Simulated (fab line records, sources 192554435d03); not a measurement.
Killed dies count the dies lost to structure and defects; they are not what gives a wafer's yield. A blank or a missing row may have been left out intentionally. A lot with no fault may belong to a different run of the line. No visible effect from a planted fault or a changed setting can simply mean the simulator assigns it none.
fab line records -- flow n5Finfet
[record] lots = 7, wafers = 39
route steps=1938 shown BEOL_M4@1062 BEOL_M5@1191 BEOL_M7@1329 BEOL_M12@1616 BEOL_M15@1827
startH: hours from the record's opening day to when the first of the lot's shown wafers began -- waitH: time in hours since the lot's previous step -- " as in the row above -- L1.1+2: one row covering several wafers at once -- - either no value or no given start -- * or withheld: withheld -- < > ~ a bound
route shown NAME@n: names a module that has steps shown in the file, with the first one's number in the route -- usual: average and standard deviation across the fault-free wafers -- same: alike in all rows -- chamber/n: place in a boat -- sites: each site's reading -- _std_site: standard deviation across them -- _edge_site: mean of outer sites minus mean of inner sites -- radiusMm: for every site, how far away it sits from the centre of the wafer -- mask NAME#n: copy n -- behind: tool/chamber where the wafer was last shaped -- hold: the reason the lot was held/the length of the hold in hours/how it ended -- device: names the non-switching transistor (n, p or np) -- end of line: the route-end tests of the same wafers -- step lacking rows: just its recipe -- killed: dies lost to structure and defects at the first sort, not the wafer's yield -- map: the dies of a wafer, with x for killed, . for not killed, _ for no die there
set.NAME: the run value of the setting; set.NAME@STEP: its run value at that earlier step -- model.NAME: the simulator's own value behind a step, which no gauge read
lots where settings were altered on purpose, with a table for each step and a row for each wafer
[[steps]]
[step N5_BEOL_M4_ALD_98]
[recipe] material = SiO2, targetThkA = 25, tempC = 100, aldPrecursorFamily = BDEAS, aldCoReactant = O2-plasma, pulseTimeS = 1, coReactantPulseTimeS = 1, purgeTimeS = 2, coReactantPurgeTimeS = 2, aldCycles = 17, pressureTorr = 2
lot.wafer,tool,chamber,startH,waitH,set.aldCycles,model.SiO2_of_BEOL_M4_ALD_98.thkNm
L074.1+2,aldSin-02,"1,3",193.82,0.4,25,3.6
L074.3+4+6,aldSin-02,"2,0,3",193.82,0.4,17,2.6
L074.5,aldSin-02,2,193.82,0.4,25,3.8
L076.1+4+5,aldSin-04,"1,0,1",214.41,0.1,25,3.6
L076.2,aldSin-04,3,214.41,0.1,17,2.4
L076.3+6,aldSin-04,"2,0",214.41,0.1,17,2.6
L080.1+2+4,aldSin-02,"0,3,1",231.94,0.1,17,2.6
L080.3+5+6,aldSin-02,"2,2,1",231.94,0.1,14,2
L091.1+4,aldSin-04,"0,3",290.24,0.1,17,2.4
L091.2+3+5,aldSin-04,"1,2,0",290.24,0.1,24,3.6
L091.6,aldSin-04,1,290.24,0.1,17,2.6
L090.1+4+5,aldSin-02,"3,3,2",304.99,0.1,17,2.6
L090.2+3+6,aldSin-02,"0,2,0",304.99,0.1,14,2
L093.1+3,aldSin-01,"2,3",310.29,0.3,17,2.6
L093.2+5+6,aldSin-01,"0,1,0",310.29,0.3,22,3.2
L093.4,aldSin-01,1,310.29,0.3,17,2.4
L096.1+4,aldSin-04,"3,2",349.78,0.1,17,2.4
L096.5,aldSin-04,2,349.78,0.1,17,2.6
[step N5_BEOL_M5_DEP_56]
[recipe] material = SiCN, targetThkA = 80, tempC = withheld, precursor = 3MS/NH3, pressureTorr = 3, rfW = 202, timeS = 14
lot.wafer,tool,chamber,startH,waitH,set.targetThkA,model.SiCN_of_BEOL_M5_DEP_56.thkNm
L074.1,pecvd-02,1,247.15,0.0,80,7.6
L074.2+5+6,pecvd-02,"2,2,1",247.15,0.0,80,7.8
L074.3+4,pecvd-02,0,247.15,0.0,80,8
L076.1,pecvd-03,2,262.81,0.0,100.4,9.8
L076.2+4,pecvd-03,"1,0",262.81,0.0,80,7.8
L076.3,pecvd-03,0,262.81,0.0,80,8
L076.5+6,pecvd-03,"2,1",262.81,0.0,100.4,10
L080.1,pecvd-02,2,277.52,0.0,53.93,5.2
L080.2+6,pecvd-02,1,277.52,0.0,80,7.8
L080.3+5,pecvd-02,0,277.52,0.0,53.93,5.6
L080.4,pecvd-02,2,277.52,0.0,80,8
L091.1+2,pecvd-02,"1,2",340.48,0.0,118.4,11.6
L091.3+5,pecvd-02,"0,1",340.48,0.0,80,8
L091.4,pecvd-02,0,340.48,0.0,80,8.2
L091.6,pecvd-02,2,340.48,0.0,118.4,12
L090.1,pecvd-03,2,358.51,0.0,80,7.8
L090.2+3,pecvd-03,"1,0",358.51,0.0,80,8
L090.4+5+6,pecvd-03,"2,1,0",358.51,0.0,48.62,4.8
L093.1,pecvd-02,1,364.26,0.0,80,7.6
L093.2,pecvd-02,0,364.26,0.0,98.32,9.6
L093.3,pecvd-02,0,364.26,0.0,98.32,9.8
L093.4,pecvd-02,1,364.26,0.0,80,7.8
L093.5,pecvd-02,0,364.26,0.0,80,8
L093.6,pecvd-02,1,364.26,0.0,98.32,9.4
L096.1,pecvd-03,2,386.55,0.0,80,7.8
L096.4,pecvd-03,0,386.55,0.0,80,8.2
L096.5,pecvd-03,1,386.55,0.0,80,8
[step N5_BEOL_M7_DEP_56]
[recipe] material = SiCN, targetThkA = 100, tempC = withheld, precursor = 3MS/NH3, pressureTorr = 3, rfW = 202, timeS = 17.5
lot.wafer,tool,chamber,startH,waitH,set.targetThkA,model.SiCN_of_BEOL_M7_DEP_56.thkNm
L074.1+2,pecvd-03,"1,0",263.98,0.0,100,9.6
L074.3+5+6,pecvd-03,"2,0,1",263.98,0.0,131.2,13
L074.4,pecvd-03,2,263.98,0.0,100,10
L076.1+2,pecvd-03,"1,0",279.25,0.0,100,9.8
L076.3+4+6,pecvd-03,"2,1,0",279.25,0.0,100,10
L076.5,pecvd-03,2,279.25,0.0,100,10.2
L080.1,pecvd-01,0,294.67,0.0,100,10
L080.2,pecvd-01,2,294.67,0.0,145.6,14.2
L080.3,pecvd-01,1,294.67,0.0,100,9.6
L080.4,pecvd-01,2,294.67,0.0,100,9.8
L080.5,pecvd-01,0,294.67,0.0,145.6,14.8
L080.6,pecvd-01,1,294.67,0.0,145.6,14.4
L091.1,pecvd-03,1,353.59,0.0,119.6,11.8
L091.2+5,pecvd-03,"2,1",353.59,0.0,119.6,12
L091.3+4,pecvd-03,"0,2",353.59,0.0,100,10.2
L091.6,pecvd-03,0,353.59,0.0,100,10.4
L090.1,pecvd-03,1,372.59,0.0,100,9.6
L090.2,pecvd-03,0,372.59,0.0,159.1,15.6
L090.3+5,pecvd-03,2,372.59,0.0,159.1,15.8
L090.4,pecvd-03,1,372.59,0.0,100,10
L090.6,pecvd-03,0,372.59,0.0,100,10.2
L093.1+3,pecvd-04,"1,2",381.87,0.0,100,10
L093.2,pecvd-04,2,381.87,0.0,100,9.8
L093.4+5+6,pecvd-04,"1,2,1",381.87,0.0,100,10.2
L096.1+5,pecvd-03,0,403.17,0.0,100,10.2
L096.4,pecvd-03,1,403.17,0.0,100,10
[step N5_BEOL_M12_ETCH_59]
[recipe] chemistry = N2/H2, target = BARC, targetDepthA = 890, overetchA = 267, timeS = 67.9, ionEnergyEv = 200, pressureMtorr = 30, sourceW = 840, biasW = 150, n2FlowSccm = 200, h2FlowSccm = 200
lot.wafer,tool,chamber,startH,waitH,set.targetDepthA,model.coat_of_BEOL_M12_COAT_04.thkNm
L074.1,rieDiel-01,0,303.20,0.0,890,321.2
L074.2,rieDiel-01,2,303.20,0.0,890,316.6
L074.3,rieDiel-01,1,303.20,0.0,890,318.6
L074.4,rieDiel-01,3,303.20,0.0,890,317.6
L074.5,rieDiel-01,0,303.20,0.0,890,320.8
L074.6,rieDiel-01,1,303.20,0.0,890,318.8
L076.1,rieDiel-04,1,310.54,0.0,890,317.2
L076.2,rieDiel-04,0,310.54,0.0,694,327.4
L076.3,rieDiel-04,2,310.54,0.0,694,332
L076.4,rieDiel-04,0,310.54,0.0,890,316.6
L076.5,rieDiel-04,2,310.54,0.0,694,330.6
L076.6,rieDiel-04,1,310.54,0.0,890,316.4
L080.1,rieDiel-04,1,329.50,0.0,890,317.4
L080.2,rieDiel-04,0,329.50,0.0,1307,295
L080.3,rieDiel-04,3,329.50,0.0,1307,291.4
L080.4,rieDiel-04,2,329.50,0.0,890,322
L080.5,rieDiel-04,3,329.50,0.0,1307,290.8
L080.6,rieDiel-04,2,329.50,0.0,890,322.8
L091.1+5,rieDiel-05,2,393.78,0.0,890,314.8
L091.2+4,rieDiel-05,"0,1",393.78,0.0,890,321
L091.3,rieDiel-05,3,393.78,0.0,890,319.6
L091.6,rieDiel-05,1,393.78,0.0,890,319.8
L090.1,rieDiel-01,1,411.79,0.0,708.8,326.8
L090.2,rieDiel-01,0,411.79,0.0,708.8,326.2
L090.3,rieDiel-01,2,411.79,0.0,890,312
L090.4,rieDiel-01,3,411.79,0.0,708.8,324.8
L090.5,rieDiel-01,2,411.79,0.0,890,313.4
L090.6,rieDiel-01,3,411.79,0.0,890,314.4
L093.1,rieDiel-05,1,418.61,0.0,503.1,343.2
L093.2,rieDiel-05,3,418.61,0.0,890,321.6
L093.3,rieDiel-05,2,418.61,0.0,503.1,340
L093.4,rieDiel-05,2,418.61,0.0,890,318.6
L093.5,rieDiel-05,1,418.61,0.0,890,321.8
L093.6,rieDiel-05,3,418.61,0.0,503.1,340.6
L096.1,rieDiel-05,1,438.38,0.0,890,320.4
L096.4,rieDiel-05,3,438.38,0.0,890,318.4
L096.5,rieDiel-05,3,438.38,0.0,890,319.4
[step N5_BEOL_M12_VIA_ETCH_16]
[recipe] chemistry = C4F8/O2/Ar, target = SiOC, pressureMtorr = 30, sourceW = 3000, biasW = 700, Ar_flow_sccm = 400, C4F8_flow_sccm = 15, O2_flow_sccm = 8, heInnerTorr = 15, heOuterTorr = 30, targetDepthA = 7248, timeS = withheld, ionEnergyEv = 250, ends = cleared
lot.wafer,tool,chamber,startH,waitH,set.targetDepthA@BEOL_M12_ETCH_59,model.coat_of_BEOL_M12_COAT_04.thkNm
L074.1,rieDiel-01,0,303.26,0.0,890,127.2
L074.2,rieDiel-01,2,303.26,0.0,890,122.4
L074.3,rieDiel-01,1,303.26,0.0,890,126.6
L074.4,rieDiel-01,3,303.26,0.0,890,120.4
L074.5,rieDiel-01,0,303.26,0.0,890,122
L074.6,rieDiel-01,1,303.26,0.0,890,123.6
L076.1,rieDiel-04,1,310.60,0.0,890,121.6
L076.2,rieDiel-04,0,310.60,0.0,694,131.4
L076.3,rieDiel-04,2,310.60,0.0,694,135.8
L076.4,rieDiel-04,0,310.60,0.0,890,117.6
L076.5,rieDiel-04,2,310.60,0.0,694,132
L076.6,rieDiel-04,1,310.60,0.0,890,116.6
L080.1,rieDiel-04,1,329.56,0.0,890,120.2
L080.2,rieDiel-04,0,329.56,0.0,1307,102
L080.3,rieDiel-04,3,329.56,0.0,1307,96.6
L080.4,rieDiel-04,2,329.56,0.0,890,123.4
L080.5,rieDiel-04,3,329.56,0.0,1307,89.4
L080.6,rieDiel-04,2,329.56,0.0,890,125.2
L091.1,rieDiel-05,2,393.83,0.0,890,123.2
L091.2,rieDiel-05,0,393.83,0.0,890,129.4
L091.3,rieDiel-05,3,393.83,0.0,890,126.8
L091.4,rieDiel-05,1,393.83,0.0,890,127.6
L091.5,rieDiel-05,2,393.83,0.0,890,120.2
L091.6,rieDiel-05,1,393.83,0.0,890,125
L090.1,rieDiel-01,1,411.84,0.0,708.8,132
L090.2,rieDiel-01,0,411.84,0.0,708.8,135.8
L090.3,rieDiel-01,2,411.84,0.0,890,121
L090.4,rieDiel-01,3,411.84,0.0,708.8,129.6
L090.5,rieDiel-01,2,411.84,0.0,890,120.2
L090.6,rieDiel-01,3,411.84,0.0,890,121.2
L093.1,rieDiel-05,1,418.67,0.0,503.1,146.6
L093.2,rieDiel-05,3,418.67,0.0,890,125.4
L093.3,rieDiel-05,2,418.67,0.0,503.1,144.2
L093.4,rieDiel-05,2,418.67,0.0,890,119.8
L093.5,rieDiel-05,1,418.67,0.0,890,124.2
L093.6,rieDiel-05,3,418.67,0.0,503.1,139.4
L096.1,rieDiel-05,1,438.43,0.0,890,129.8
L096.4,rieDiel-05,3,438.43,0.0,890,124.4
L096.5,rieDiel-05,3,438.43,0.0,890,128.2
[step N5_BEOL_M12_STRIP_63]
[recipe] chemistry = N2/H2, powerW = 1000, tempC = 250, h2Frac = 0.65, overashFraction = 0.3, pressureMtorr = 1000, n2FlowSccm = 1750, h2FlowSccm = 3250
[usual] stripTimeToEndpointS = 42.8/0.97
lot.wafer,tool,chamber,startH,waitH,set.targetDepthA@BEOL_M12_ETCH_59,stripTimeToEndpointS
L074.1,plasmaAsher-01,0,303.46,-,890,43.6
L074.2,plasmaAsher-01,1,303.46,-,890,42.3
L074.3,plasmaAsher-01,1,303.46,-,890,43.5
L074.4,plasmaAsher-01,0,303.46,-,890,41.8
L074.5,plasmaAsher-01,1,303.46,-,890,42.2
L074.6,plasmaAsher-01,0,303.46,-,890,42.6
L076.1,plasmaAsher-01,0,310.79,-,890,42.1
L076.2,plasmaAsher-01,1,310.79,-,694,44.7
L076.3,plasmaAsher-01,1,310.79,-,694,45.9
L076.4,plasmaAsher-01,0,310.79,-,890,41.0
L076.5,plasmaAsher-01,1,310.79,-,694,44.9
L076.6,plasmaAsher-01,0,310.79,-,890,40.8
L080.1,plasmaAsher-02,0,329.76,-,890,41.8
L080.2,plasmaAsher-02,1,329.76,-,1307,36.8
L080.3,plasmaAsher-02,1,329.76,-,1307,35.3
L080.4,plasmaAsher-02,0,329.76,-,890,42.6
L080.5,plasmaAsher-02,1,329.76,-,1307,33.2
L080.6,plasmaAsher-02,0,329.76,-,890,43.1
L091.1,plasmaAsher-02,1,394.03,-,890,42.6
L091.2,plasmaAsher-02,0,394.03,-,890,44.2
L091.3,plasmaAsher-02,0,394.03,-,890,43.5
L091.4,plasmaAsher-02,1,394.03,-,890,43.7
L091.5,plasmaAsher-02,1,394.03,-,890,41.8
L091.6,plasmaAsher-02,0,394.03,-,890,43.0
L090.1,plasmaAsher-02,1,412.04,-,708.8,44.9
L090.2,plasmaAsher-02,0,412.04,-,708.8,45.9
L090.3,plasmaAsher-02,0,412.04,-,890,42.0
L090.4,plasmaAsher-02,1,412.04,-,708.8,44.3
L090.5,plasmaAsher-02,1,412.04,-,890,41.7
L090.6,plasmaAsher-02,0,412.04,-,890,42.0
L093.1,plasmaAsher-02,1,418.86,-,503.1,48.8
L093.2,plasmaAsher-02,0,418.86,-,890,43.1
L093.3,plasmaAsher-02,1,418.86,-,503.1,48.1
L093.4,plasmaAsher-02,0,418.86,-,890,41.6
L093.5,plasmaAsher-02,1,418.86,-,890,42.8
L093.6,plasmaAsher-02,0,418.86,-,503.1,46.9
L096.1,plasmaAsher-02,0,438.63,-,890,44.3
L096.4,plasmaAsher-02,0,438.63,-,890,42.9
L096.5,plasmaAsher-02,0,438.63,-,890,43.9
[step N5_BEOL_M15_DEP_53]
[recipe] material = SiCN, targetThkA = 500, tempC = withheld, precursor = 3MS/NH3, pressureTorr = 3, rfW = 675, timeS = 17.8
lot.wafer,tool,chamber,startH,waitH,set.targetThkA,model.SiCN_of_BEOL_M15_DEP_53.thkNm
L074.1+4,pecvd-01,"1,2",324.49,0.0,347.7,34.2
L074.2,pecvd-01,2,324.49,0.0,500,48.8
L074.3,pecvd-01,0,324.49,0.0,500,48.6
L074.5,pecvd-01,1,324.49,0.0,347.7,34.6
L074.6,pecvd-01,0,324.49,0.0,500,50
L076.1+2,pecvd-04,"0,1",337.14,0.0,500,50.2
L076.3,pecvd-04,2,337.14,0.0,366.6,35.8
L076.4,pecvd-04,2,337.14,0.0,500,50
L076.5,pecvd-04,1,337.14,0.0,366.6,37.2
L076.6,pecvd-04,0,337.14,0.0,366.6,37.6
L080.1,pecvd-04,0,348.95,0.0,686.7,68.6
L080.2,pecvd-04,2,348.95,0.0,686.7,67.6
L080.3,pecvd-04,1,348.95,0.0,686.7,67.8
L080.4,pecvd-04,1,348.95,0.0,500,50.4
L080.5,pecvd-04,2,348.95,0.0,500,50
L080.6,pecvd-04,0,348.95,0.0,500,50.6
L091.1,pecvd-03,1,420.95,0.0,750.3,74.4
L091.2,pecvd-03,0,420.95,0.0,500,49.2
L091.3,pecvd-03,2,420.95,0.0,750.3,73.6
L091.4,pecvd-03,0,420.95,0.0,750.3,75.2
L091.5,pecvd-03,1,420.95,0.0,500,49.8
L091.6,pecvd-03,2,420.95,0.0,500,50
L090.1,pecvd-03,1,432.95,0.0,500,49.6
L090.2,pecvd-03,0,432.95,0.0,500,49.4
L090.3,pecvd-03,2,432.95,0.0,273.1,27
L090.4,pecvd-03,2,432.95,0.0,273.1,27.4
L090.5,pecvd-03,1,432.95,0.0,500,50.2
L090.6,pecvd-03,0,432.95,0.0,273.1,27.6
L093.1+2,pecvd-03,"1,0",437.43,0.0,500,49.2
L093.3,pecvd-03,2,437.43,0.0,500,49
L093.4,pecvd-03,1,437.43,0.0,500,49.6
L093.5,pecvd-03,0,437.43,0.0,500,50.4
L093.6,pecvd-03,2,437.43,0.0,500,49.8
L096.1,pecvd-03,2,463.31,0.0,500,49.4
L096.4,pecvd-03,0,463.31,0.0,500,50.8
L096.5,pecvd-03,1,463.31,0.0,500,50.6
[[key]]
[split] step = N5_BEOL_M4_ALD_98, setting = aldCycles, stated = 17, by = wafer
[response] step = N5_BEOL_M4_ALD_98, reading = model.SiO2_of_BEOL_M4_ALD_98.thkNm, change = +0.0247, per = 1%, r = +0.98
[split] step = N5_BEOL_M5_DEP_56, setting = targetThkA, stated = 80, by = wafer
[response] step = N5_BEOL_M5_DEP_56, reading = model.SiCN_of_BEOL_M5_DEP_56.thkNm, change = +0.0775, per = 1%, r = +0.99
[split] step = N5_BEOL_M7_DEP_56, setting = targetThkA, stated = 100, by = wafer
[response] step = N5_BEOL_M7_DEP_56, reading = model.SiCN_of_BEOL_M7_DEP_56.thkNm, change = +0.0996, per = 1%, r = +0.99
[split] step = N5_BEOL_M12_ETCH_59, setting = targetDepthA, stated = 890, by = wafer
[response] step = N5_BEOL_M12_ETCH_59, reading = model.coat_of_BEOL_M12_COAT_04.thkNm, change = -0.556, per = 1%, r = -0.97
[response] step = N5_BEOL_M12_VIA_ETCH_16, reading = model.coat_of_BEOL_M12_COAT_04.thkNm, change = -0.541, per = 1%, r = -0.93
[response] step = N5_BEOL_M12_STRIP_63, reading = stripTimeToEndpointS, change = *, per = 1%, r = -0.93
[split] step = N5_BEOL_M15_DEP_53, setting = targetThkA, stated = 500, by = wafer
[response] step = N5_BEOL_M15_DEP_53, reading = model.SiCN_of_BEOL_M15_DEP_53.thkNm, change = +0.489, per = 1%, r = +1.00
